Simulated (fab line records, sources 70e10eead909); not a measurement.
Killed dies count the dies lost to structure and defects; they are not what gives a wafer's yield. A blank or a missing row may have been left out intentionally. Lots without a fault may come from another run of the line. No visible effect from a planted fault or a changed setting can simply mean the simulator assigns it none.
fab line records    flow nand-harc
record lots=13  wafers=39  last-day=23
route steps=1159 shown A_CONTACT@949 THIN_TSV@1125 END@1159
lots with no fault: from the same line, run without faults
start-h: hours from the record's first day to the start of the lot's first wafer shown    wait-h: hours from the lot's prior step to this one    " the same as in the row above    L1.1+2: a row that stands for several wafers    - no value present, or no start provided    * or withheld: withheld    < > ~ a bound
route shown NAME@n: a module of which the file shows steps, and the number in the route of the first    usual: mean and standard deviation over wafers with no fault    same: alike in all rows    chamber/n: place in a boat    sites: the reading at each site    _std_site: standard deviation of those values    _edge_site: outer sites' mean less inner sites'    radius-mm: for every site, how far away it sits from the centre of the wafer    mask NAME#n: copy n    behind: the tool/chamber that last shaped the wafer    hold: why the lot went on hold/how many hours it stayed there/how the hold came to an end    device: which transistor (n, p or np) failed to switch    end of line: at the end of the route, the tests of the same wafers    where a step has no rows: the recipe by itself    killed: dies lost to structure and defects at the first sort, not the wafer's yield    map: dies across one wafer; x = killed, . = not, _ = none there
set.NAME: the setting that was run; set.NAME@STEP: the one run at that earlier step    model.NAME: the simulator's own value behind a step, which no gauge read
steps of the route over a sample of lots; a table a step, a row a wafer
services: a tool's chamber out of use, with start hour (start-h, from the record's first day; less than 0 if before it), hours out, and reason
## steps
# step NHARC_A_CONTACT_ETCH_92
# recipe target-depth-a=400  over-etch-frac=0.5  time-s=85.7  ion-energy-ev=120  ch3f-flow-sccm=50  o2-flow-sccm=30  ar-flow-sccm=200  rf-w=500  bias-w=100  chemistry=CH3F/O2
# usual ch3f-flow-sccm=49.96/0.16  drypump-motor-current-A=5.7/0.36  oes-product-au=0.931/0.026  rf-fwd-power-W=495.6/2  rf-vpp-V=244.4/1.6  showerhead-plenum-p-Torr=2.46/0.1  throttle-valve-pct=20.664/0.0083
# same over-etch-frac=0.5
lot.wafer  tool         chamber  start-h  wait-h  ch3f-flow-sccm  drypump-motor-current-A  oes-product-au  rf-fwd-power-W  rf-hours-counter-h  rf-vpp-V  showerhead-plenum-p-Torr  throttle-valve-pct
L321.2     rie-diel-13  2        382.28   0.4     49.75           5.5                      0.923           496.7           39                  245.9     2.56                      20.641
L321.4     "            0        "        "       50.42           5.3                      0.943           494.9           37                  246.3     2.65                      20.669
L321.5     "            2        "        "       49.88           5.4                      0.922           495.0           -                   245.3     2.56                      20.682
L323.4     rie-diel-10  3        398.77   0.3     49.98           6.0                      0.941           495.2           10                  243.4     2.51                      20.660
L323.1     "            0        "        "       50.14           6.3                      0.937           495.4           15                  244.4     2.59                      20.662
L323.6     "            1        "        "       50.04           6.3                      0.921           492.8           -                   245.8     2.65                      20.663
L322.1     rie-diel-10  0        400.52   0.4     50.10           6.3                      0.935           498.6           16                  246.7     2.59                      20.672
L322.2     "            1        "        "       49.99           6.3                      0.925           495.5           15                  248.1     2.65                      20.680
L322.5     "            0        "        "       50.10           6.3                      0.925           499.8           -                   246.1     2.59                      20.650
L324.1     rie-diel-10  2        408.07   0.3     50.35           5.6                      0.921           495.7           18                  243.5     2.37                      20.654
L324.3     "            0        "        "       49.89           6.3                      0.924           497.4           19                  245.4     2.58                      20.663
L324.5     "            2        "        "       50.11           5.6                      0.921           497.1           -                   243.4     2.37                      20.659
L326.4     rie-diel-12  1        413.26   0.3     50.07           5.5                      0.918           496.4           4                   243.1     2.33                      20.669
L326.3     "            3        "        "       49.84           6.0                      0.903           497.5           5                   245.2     2.50                      20.659
L326.5     "            0        "        "       49.99           5.3                      0.924           498.4           -                   244.9     2.53                      20.681
L329.2     rie-diel-10  2        428.43   0.4     50.12           5.6                      1.011           497.7           25                  243.4     2.36                      20.670
L329.1     "            3        "        "       49.83           6.0                      1.013           493.1           22                  245.0     2.50                      20.666
L329.3     "            0        "        "       50.04           6.3                      1.005           497.5           28                  246.3     2.58                      20.657
L328.2     rie-diel-12  3        432.61   0.4     49.74           6.0                      0.898           494.5           8                   245.8     2.50                      20.669
L328.3     "            1        "        "       50.13           5.5                      0.913           494.4           8                   243.3     2.33                      20.659
L328.5     "            3        "        "       49.83           6.0                      0.909           496.9           -                   246.2     2.50                      20.669
L331.1     rie-diel-12  2        441.31   0.3     49.64           5.7                      0.936           497.1           9                   243.9     2.39                      20.654
L331.2     "            1        "        "       49.90           5.5                      0.909           493.3           10                  241.6     2.33                      20.663
L331.6     "            3        "        "       50.33           6.0                      0.904           494.8           -                   244.2     2.50                      20.665
L332.3     rie-diel-12  0        468.87   0.3     49.89           5.3                      0.933           495.6           15                  246.9     2.53                      20.661
L332.1     "            1        "        "       50.01           5.5                      0.922           492.6           14                  242.8     2.33                      20.649
L332.6     "            0        "        "       49.63           5.3                      0.945           497.9           -                   244.7     2.53                      20.656
L335.2     rie-diel-12  1        474.13   0.4     49.93           5.5                      0.915           493.5           16                  241.7     2.33                      20.662
L335.1     "            2        "        "       50.22           5.8                      0.936           495.2           15                  243.5     2.39                      20.674
L335.5     "            0        "        "       49.69           5.3                      0.927           498.3           -                   245.8     2.53                      20.683
L337.1     rie-diel-12  0        490.45   0.3     49.99           5.3                      0.929           494.6           19                  245.4     2.53                      20.671
L337.2     "            3        "        "       50.01           6.0                      0.909           494.0           19                  246.0     2.50                      20.655
L337.6     "            1        "        "       49.93           5.5                      0.922           494.3           -                   243.0     2.33                      20.673
L338.1     rie-diel-10  3        492.64   0.3     49.95           6.0                      0.927           493.9           46                  245.2     2.49                      20.672
L338.3     "            1        "        "       49.76           6.3                      0.925           498.1           52                  246.9     2.64                      20.673
L338.5     "            0        "        "       50.02           6.3                      0.920           499.0           -                   247.4     2.57                      20.665
L339.3     rie-diel-10  3        494.26   0.3     49.96           6.0                      0.941           492.4           46                  243.7     2.49                      20.671
L339.6     "            0        "        "       49.79           6.3                      0.930           495.4           -                   245.9     2.57                      20.655
L339.5     "            1        "        "       49.80           6.3                      0.933           495.7           -                   246.0     2.64                      20.649
# step NHARC_THIN_TSV_ETCHBACK_48
# recipe target-depth-a=10285  over-etch-frac=0.3  time-s=405.17  ion-energy-ev=250  c4f8-flow-sccm=withheld  ar-flow-sccm=withheld  rf-w=600  bias-w=300  chemistry=C4F8/Ar
# usual oes-product-au=0.94/0.03  rf-fwd-power-W=598.8/1.9  rf-vpp-V=547/3.1
# same over-etch-frac=0.3
lot.wafer  tool         chamber  start-h  wait-h  oes-product-au  rf-fwd-power-W  rf-hours-counter-h  rf-vpp-V
L321.2     rie-diel-03  3        423.38   -       0.98            601.0           3                   546
L321.4     "            1        "        "       0.95            596.7           3                   552
L321.5     "            2        "        "       0.97            599.9           -                   545
L323.4     rie-diel-01  1        447.69   -       0.93            599.3           8                   548
L323.1     "            3        "        "       0.92            599.7           8                   547
L323.6     "            1        "        "       0.92            601.9           -                   548
L322.2     rie-diel-01  0        448.89   -       0.94            598.2           8                   546
L322.1     "            2        "        "       0.91            600.0           8                   542
L322.5     "            1        "        "       0.93            597.4           -                   548
L324.1     rie-diel-01  0        450.26   0.5     0.94            600.2           8                   546
L324.3     "            3        "        "       0.92            598.1           8                   547
L324.5     "            0        "        "       0.94            601.8           -                   547
L326.4     rie-diel-01  2        455.81   -       0.90            599.0           9                   541
L326.3     "            0        "        "       0.94            598.6           9                   546
L326.5     "            2        "        "       0.91            597.6           -                   541
L329.3     rie-diel-01  0        467.38   -       0.93            600.3           10                  546
L329.2     "            1        "        "       0.93            594.7           10                  549
L329.1     "            2        "        "       0.91            600.6           10                  541
L328.3     rie-diel-01  1        468.27   -       0.92            594.8           11                  549
L328.2     "            2        "        "       0.91            598.0           10                  542
L328.5     "            0        "        "       0.94            598.6           -                   546
L331.2     rie-diel-09  1        478.33   -       0.92            596.0           3                   551
L331.1     "            2        "        "       0.93            599.3           3                   552
L331.6     "            2        "        "       0.92            599.1           -                   552
L332.3     rie-diel-03  0        508.29   -       0.92            601.6           15                  548
L332.1     "            3        "        "       0.94            602.3           15                  548
L332.6     "            0        "        "       0.92            599.7           -                   548
L335.2     rie-diel-01  1        509.18   -       1.00            597.9           0                   546
L335.1     "            2        "        "       1.00            600.1           0                   541
L335.5     "            1        "        "       1.00            597.0           -                   548
L338.1     rie-diel-01  2        531.77   -       0.94            596.3           1                   541
L338.3     "            0        "        "       0.94            596.7           1                   546
L338.5     "            2        "        "       0.94            599.3           -                   542
L337.1     rie-diel-01  1        532.92   -       0.91            599.2           1                   546
L337.2     "            2        "        "       0.93            599.8           1                   541
L337.6     "            2        "        "       0.91            599.5           -                   542
L339.3     rie-diel-01  1        534.24   -       0.99            596.3           1                   548
L339.6     "            2        "        "       0.99            598.6           -                   540
L339.5     "            3        "        "       1.00            600.1           -                   547
# step NHARC_THIN_TSV_ANNEAL_52
# recipe temp-c=225  time-s=90
# usual wafer_temp_C_max=225.89/0.27
lot.wafer  tool           chamber  start-h  wait-h  wafer_temp_C_max
L321.2     rtp-anneal-02  0        425.11   0.7     225.49
L321.4     "              0        "        "       225.49
L321.5     "              0        "        "       225.77
L323.1     rtp-anneal-02  0        449.48   0.6     225.52
L323.4     "              0        "        "       225.60
L323.6     "              0        "        "       225.41
L322.1     rtp-anneal-02  0        450.74   0.5     225.75
L322.2     "              0        "        "       226.08
L322.5     "              0        "        "       225.66
L324.1     rtp-anneal-01  0        451.99   0.6     225.54
L324.3     "              0        "        "       226.07
L324.5     "              0        "        "       226.35
L326.3     rtp-anneal-02  0        458.33   0.6     225.88
L326.4     "              0        "        "       225.76
L326.5     "              0        "        "       225.79
L329.1     rtp-anneal-02  0        469.15   0.6     225.90
L329.2     "              0        "        "       225.91
L329.3     "              0        "        "       226.02
L328.2     rtp-anneal-02  0        470.32   0.8     225.88
L328.3     "              0        "        "       225.88
L328.5     "              0        "        "       225.97
L331.1     rtp-anneal-01  0        480.12   0.6     226.09
L331.2     "              0        "        "       226.07
L331.6     "              0        "        "       226.06
L332.1     rtp-anneal-02  0        510.02   0.5     225.72
L332.3     "              0        "        "       226.01
L332.6     "              0        "        "       225.69
L335.1     rtp-anneal-02  0        510.86   0.6     225.72
L335.2     "              0        "        "       225.98
L335.5     "              0        "        "       225.79
L338.1     rtp-anneal-01  0        533.45   0.5     225.88
L338.3     "              0        "        "       226.16
L338.5     "              0        "        "       226.06
L337.1     rtp-anneal-02  0        534.65   0.6     225.94
L337.2     "              0        "        "       225.69
L337.6     "              0        "        "       226.06
L339.3     rtp-anneal-01  0        536.13   0.4     226.26
L339.5     "              0        "        "       226.12
L339.6     "              0        "        "       226.71
# step NHARC_THIN_TSV_CD_MEAS_37
# usual cd-nm=5000/3.7
lot.wafer  tool       chamber  start-h  wait-h  cd-nm
L321.2     cd-sem-01  -        428.47   -       4996
L321.4     "          -        "        "       4997
L321.5     "          -        "        "       5000
L323.1     cd-sem-01  -        452.74   -       4997
L323.4     "          -        "        "       5003
L323.6     "          -        "        "       5002
L322.1     cd-sem-02  -        454.07   -       4997
L322.2     "          -        "        "       5006
L322.5     "          -        "        "       5002
L324.1     cd-sem-02  -        455.68   -       5001
L324.3     "          -        "        "       4995
L324.5     "          -        "        "       4994
L326.3     cd-sem-02  -        462.46   -       5000
L326.4     "          -        "        "       5004
L326.5     "          -        "        "       5003
L329.1     cd-sem-03  -        472.54   -       5001
L329.2     "          -        "        "       4999
L329.3     "          -        "        "       5003
L328.2     cd-sem-01  -        473.61   -       5003
L328.3     "          -        "        "       5001
L328.5     "          -        "        "       4999
L331.1     cd-sem-01  -        483.65   -       5005
L331.2     "          -        "        "       5010
L331.6     "          -        "        "       5003
L332.1     cd-sem-02  -        513.44   -       5000
L332.3     "          -        "        "       4997
L332.6     "          -        "        "       5001
L335.1     cd-sem-03  -        514.29   -       4999
L335.2     "          -        "        "       4997
L335.5     "          -        "        "       5001
L338.1     cd-sem-01  -        536.70   -       5002
L338.3     "          -        "        "       4997
L338.5     "          -        "        "       5001
L337.1     cd-sem-02  -        538.20   -       5003
L337.2     "          -        "        "       4997
L337.6     "          -        "        "       5000
L339.3     cd-sem-03  -        539.82   -       5002
L339.5     "          -        "        "       5002
L339.6     "          -        "        "       5001
# step NHARC_END_SORT_01
# recipe temp-c=25
# usual killed-at-array=27/10  killed-at-other=0.6/0.83  killed-at-periphery=2.4/1.8  killed-dies=30/10  killed-open=3.3/1.7  killed-short=1.8/1.4
# same gross-dies=677
lot.wafer  tool       chamber  start-h  wait-h  killed-at-array  killed-at-other  killed-at-periphery  killed-dies  killed-open  killed-short
L321.2     prober-01  0        445.58   2.8     22               1                3                    26           2            1
L321.4     prober-01  0        447.17   3.4     31               1                1                    33           4            0
L321.5     prober-01  0        447.97   3.7     30               2                2                    34           4            1
L322.1     prober-02  0        470.09   2.5     28               1                3                    32           2            1
L322.2     prober-02  0        470.89   2.8     34               0                1                    35           1            3
L322.5     prober-02  0        473.29   3.7     24               0                3                    27           3            0
L329.1     prober-01  0        480.06   2.5     30               1                0                    31           0            0
L329.2     prober-01  0        480.85   2.8     21               1                1                    23           0            0
L329.3     prober-01  0        481.64   3.1     36               0                3                    39           5            0
L331.1     prober-01  0        489.81   2.5     20               0                1                    21           2            0
L331.2     prober-01  0        490.61   2.8     34               1                3                    38           3            2
L331.6     prober-01  0        493.82   4.0     19               0                4                    23           4            3
L335.1     prober-02  0        522.14   2.5     53               0                3                    56           3            1
L335.2     prober-02  0        522.94   2.8     131              0                3                    134          3            2
L335.5     prober-02  0        525.36   3.7     118              0                1                    119          0            2
L332.1     prober-01  0        529.91   2.5     144              1                5                    150          4            2
L332.3     prober-01  0        531.49   3.1     140              0                1                    141          3            2
L332.6     prober-01  0        533.85   3.9     134              0                5                    139          2            1
L337.1     prober-01  0        543.94   2.5     112              0                1                    113          2            0
L337.2     prober-01  0        544.74   2.8     86               2                2                    90           5            0
L337.6     prober-01  0        547.94   4.0     117              1                3                    121          3            3
# killed by level:class
L321.2 A_CHANNEL_HOLE_D1:chamber-film-flake=13 A_SLIT:chamber-film-flake=4 A_CONTACT:chamber-film-flake=2 P_GATE:geometric-particle:short=1 P_CONTACT:geometric-particle:open=1 A_BLC:geometric-particle:open=1 P_GATE:chamber-film-flake=1 A_STAIRCASE:chamber-film-flake=1
L321.4 A_CHANNEL_HOLE_D1:chamber-film-flake=14 A_SLIT:chamber-film-flake=9 A_ZERO_WELL:chamber-film-flake=2 A_STAIRCASE:chamber-film-flake=2 P_M1:geometric-particle:open=1 A_SOURCE_PLATE:geometric-particle:open=1 A_ONON_D1:geometric-particle:open=1 A_M0:geometric-particle:open=1
L321.5 A_CHANNEL_HOLE_D1:chamber-film-flake=15 A_SLIT:chamber-film-flake=7 A_CONTACT:chamber-film-flake=3 P_STI:chamber-film-flake=2 A_CHANNEL_HOLE_D1:geometric-particle:open=1 A_CHANNEL_FILL_D1:geometric-particle:open=1 A_SGD_CUT:geometric-particle:open=1 A_CONTACT:geometric-particle:open=1
L322.1 A_CHANNEL_HOLE_D1:chamber-film-flake=19 A_BONDPAD:chamber-film-flake=4 P_CONTACT:geometric-particle:open=2 A_CONTACT:chamber-film-flake=2 STARTING-WAFER:geometric-particle:short=1 P_ZERO_WELL:chamber-film-flake=1 A_ZERO_WELL:chamber-film-flake=1 A_STAIRCASE:chamber-film-flake=1
L322.2 A_CHANNEL_HOLE_D1:chamber-film-flake=15 A_ZERO_WELL:chamber-film-flake=6 A_WL_FILL:geometric-particle:short=2 A_CONTACT:chamber-film-flake=2 A_BONDPAD:chamber-film-flake=2 A_CHANNEL_FILL_D1:geometric-particle:short=1 A_CHANNEL_FILL_D1:geometric-particle:open=1 P_GATE:chamber-film-flake=1
L322.5 A_CHANNEL_HOLE_D1:chamber-film-flake=11 A_CONTACT:chamber-film-flake=4 A_CHANNEL_FILL_D1:geometric-particle:open=2 A_ZERO_WELL:chamber-film-flake=2 A_M1:chamber-film-flake=2 A_BONDPAD:chamber-film-flake=2 P_M0:geometric-particle:open=1 P_ZERO_WELL:chamber-film-flake=1
L329.1 A_CHANNEL_HOLE_D1:chamber-film-flake=12 A_SLIT:chamber-film-flake=11 A_ZERO_WELL:chamber-film-flake=3 A_CONTACT:chamber-film-flake=2 A_CHANNEL_FILL_D1:chamber-film-flake=1 A_STAIRCASE:chamber-film-flake=1 THIN_TSV:chamber-film-flake=1
L329.2 A_CHANNEL_HOLE_D1:chamber-film-flake=9 A_SLIT:chamber-film-flake=9 A_ZERO_WELL:chamber-film-flake=2 P_ZERO_WELL:chamber-film-flake=1 A_CHANNEL_FILL_D1:chamber-film-flake=1 THIN_TSV:chamber-film-flake=1
L329.3 A_CHANNEL_HOLE_D1:chamber-film-flake=16 A_SLIT:chamber-film-flake=10 P_M0:geometric-particle:open=2 A_M0:geometric-particle:open=2 A_ZERO_WELL:chamber-film-flake=2 A_CHANNEL_FILL_D1:chamber-film-flake=2 A_CONTACT:geometric-particle:open=1 P_STI:chamber-film-flake=1
L331.1 A_SLIT:chamber-film-flake=12 A_CHANNEL_HOLE_D1:chamber-film-flake=6 P_M0:geometric-particle:open=1 A_SOURCE_PLATE:geometric-particle:open=1 A_STAIRCASE:chamber-film-flake=1
L331.2 A_SLIT:chamber-film-flake=20 A_STAIRCASE:chamber-film-flake=5 P_ZERO_WELL:chamber-film-flake=3 A_CHANNEL_HOLE_D1:chamber-film-flake=3 A_CONTACT:chamber-film-flake=2 A_ONON_D1:geometric-particle:short=1 A_BLC:geometric-particle:open=1 A_M0:geometric-particle:open=1
L331.6 A_SLIT:chamber-film-flake=11 A_STAIRCASE:chamber-film-flake=2 P_CONTACT:geometric-particle:open=1 P_M1:geometric-particle:open=1 A_CHANNEL_FILL_D1:geometric-particle:short=1 A_WL_FILL:geometric-particle:short=1 A_CONTACT:geometric-particle:open=1 A_CONTACT:geometric-particle:short=1
L335.1 A_CONTACT:unspecified=27 A_CHANNEL_HOLE_D1:chamber-film-flake=22 A_M0:geometric-particle:open=2 P_STI:geometric-particle:short=1 P_M1:geometric-particle:open=1 P_STI:chamber-film-flake=1 A_CONTACT:chamber-film-flake=1 A_M1:chamber-film-flake=1
L335.2 A_CONTACT:unspecified=103 A_CHANNEL_HOLE_D1:chamber-film-flake=21 A_SLIT:chamber-film-flake=2 A_CONTACT:chamber-film-flake=2 P_GATE:geometric-particle:open=1 P_M0:geometric-particle:short=1 A_SOURCE_PLATE:geometric-particle:open=1 A_SGD_CUT:geometric-particle:short=1
L335.5 A_CONTACT:unspecified=92 A_CHANNEL_HOLE_D1:chamber-film-flake=20 A_STAIRCASE:chamber-film-flake=2 A_CONTACT:chamber-film-flake=2 A_CHANNEL_FILL_D1:geometric-particle:short=1 A_SGD_CUT:geometric-particle:short=1 P_STI:chamber-film-flake=1
L332.1 A_CONTACT:unspecified=101 A_CHANNEL_HOLE_D1:chamber-film-flake=19 A_SLIT:chamber-film-flake=12 A_STAIRCASE:chamber-film-flake=5 P_GATE:chamber-film-flake=2 P_M0:geometric-particle:open=1 P_M1:geometric-particle:short=1 A_SOURCE_PLATE:geometric-particle:open=1
L332.3 A_CONTACT:unspecified=96 A_CHANNEL_HOLE_D1:chamber-film-flake=21 A_SLIT:chamber-film-flake=13 A_CONTACT:chamber-film-flake=3 P_CONTACT:geometric-particle:open=1 A_SOURCE_PLATE:geometric-particle:open=1 A_ONON_D1:geometric-particle:short=1 A_WL_FILL:geometric-particle:short=1
L332.6 A_CONTACT:unspecified=94 A_CHANNEL_HOLE_D1:chamber-film-flake=17 A_SLIT:chamber-film-flake=15 A_CONTACT:chamber-film-flake=4 A_STAIRCASE:chamber-film-flake=2 P_STI:geometric-particle:short=1 P_CONTACT:geometric-particle:open=1 A_CONTACT:geometric-particle:open=1
L337.1 A_CONTACT:unspecified=93 A_CHANNEL_HOLE_D1:chamber-film-flake=9 A_STAIRCASE:chamber-film-flake=4 A_BLC:chamber-film-flake=4 P_M1:geometric-particle:open=1 A_CONTACT:geometric-particle:open=1 A_CONTACT:chamber-film-flake=1
L337.2 A_CONTACT:unspecified=74 A_CHANNEL_HOLE_D1:chamber-film-flake=3 A_STAIRCASE:chamber-film-flake=3 A_CONTACT:chamber-film-flake=2 THIN_TSV:chamber-film-flake=2 P_CONTACT:geometric-particle:open=1 A_SOURCE_PLATE:geometric-particle:open=1 A_CHANNEL_HOLE_D1:geometric-particle:open=1
L337.6 A_CONTACT:unspecified=102 A_BLC:chamber-film-flake=5 A_STAIRCASE:chamber-film-flake=3 A_CHANNEL_HOLE_D1:geometric-particle:short=2 A_CHANNEL_HOLE_D1:chamber-film-flake=2 P_M0:geometric-particle:open=1 A_CHANNEL_FILL_D1:geometric-particle:short=1 A_CONTACT:geometric-particle:open=1
## services
tool         chamber  start-h  hours  kind
rie-diel-09  -        370.91   1.0    repair
rie-diel-01  0        373.11   -      clean
rie-diel-01  1        373.11   -      clean
rie-diel-01  2        373.11   -      clean
rie-diel-01  3        373.11   -      clean
rie-diel-10  3        373.61   6.9    repair
rie-diel-12  -        379.40   9.0    pm
rie-diel-03  -        392.31   9.0    pm
rie-diel-01  0        397.61   -      clean
rie-diel-01  1        397.61   -      clean
rie-diel-13  2        413.52   13.1   repair
rie-diel-13  3        421.53   9.9    repair
rie-diel-09  -        431.12   9.0    pm
rie-diel-13  -        453.15   9.0    pm
rie-diel-01  3        462.92   6.4    repair
rie-diel-10  -        483.08   4.7    repair
rie-diel-01  -        492.11   9.0    pm
rie-diel-13  2        494.71   3.3    repair
rie-diel-13  1        499.40   5.5    repair
rie-diel-03  -        512.05   0.4    repair
rie-diel-12  2        512.50   2.9    repair
rie-diel-01  2        518.53   1.9    repair
rie-diel-13  -        519.22   0.5    repair
rie-diel-10  -        530.50   9.0    pm
## key
first-sign step=NHARC_END_SORT_01  reading=killed-at-array  direction=up  sigmas=8.6  usual=27  struck=115
effect step=NHARC_END_SORT_01  reading=killed-dies  direction=up  sigmas=8.6  usual=30  struck=118
more-kills-born-at NHARC_A_CONTACT_ETCH_92@rie-diel-12=780
met-at NHARC_A_CONTACT_ETCH_92
struck-lots L332,L335,L337
tester-left-out L332,L335,L337
not-acting-at NHARC_THIN_TSV_ETCHBACK_48,NHARC_THIN_TSV_ANNEAL_52,NHARC_THIN_TSV_CD_MEAS_37
onset-between 441.31 468.87
fault kind=chamber-particle-source  tool=rie-diel-12  chamber=-  onset-h=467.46  steps=NHARC_A_CONTACT_ETCH_92  rate-per-visit-cm2=1.7798  end-h=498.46
# tester-left-out: of these lots the tester's yield and bins aren't shown, on N5 and GAA mostly nor the transistor test; their killed dies are dies lost to structure and defects alone, not to doping, threshold or leakage, so they don't give the yield
